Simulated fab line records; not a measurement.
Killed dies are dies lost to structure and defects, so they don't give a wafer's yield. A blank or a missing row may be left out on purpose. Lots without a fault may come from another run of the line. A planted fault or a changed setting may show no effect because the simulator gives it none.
Which tool did it? -- flow n5Finfet -- at 1 step of a route of 1938, 9 lots with 27 wafers sampled

## WHAT EACH GAUGE READ, for each wafer
N5_BEOL_M3_OVL_MEAS_29.
lot,measured,on,V2_OVL (nm)
L265,day 7 09:47,overlay-01,-0.1 0.9 0.3
L273,day 9 11:47,overlay-02,0.1 -0.4 -0.5
L274,day 9 14:35,overlay-01,1.3 0.7 1.4
L279,day 11 16:48,overlay-01,-0.4 0.2 -0.3
L281,day 11 16:59,overlay-01,-0.3 -1.0 -0.5
L284,day 12 06:46,overlay-01,0.4 0.0 -0.2
L285,day 12 13:28,overlay-01,-0.9 0.1 -0.7
L286,day 12 21:25,overlay-02,-0.4 0.7 0.5
L287,day 13 05:10,overlay-01,0.7 0.4 0.9

## WHAT TOOL EACH LOT RAN ON (gives the tool, then ch and the chambers of the sampled wafers, and finally the start)
No process step before these readings appears in the record.

## THE ANSWER, worked out from the rows above alone
Rule: the usual values come from the lots themselves. The widest of any qualifying gaps counts: lots, ordered by their means at a reading, are off when they make up no more than a third of the lots, leave a main group of 4 or more, and stand apart from it by 3 or more times the standard deviation of that group's means. A main group whose means are all the same, to the digits that the tables above print for the reading, isn't used. A lot without any number at a reading at which 4 lots or more have one is off too. Where the step has rows for the other lots, those lots are counted as sound.
No lot is off on any of the readings shown, so nothing can be concluded from this.

## WHAT THE SIMULATOR PUT IN
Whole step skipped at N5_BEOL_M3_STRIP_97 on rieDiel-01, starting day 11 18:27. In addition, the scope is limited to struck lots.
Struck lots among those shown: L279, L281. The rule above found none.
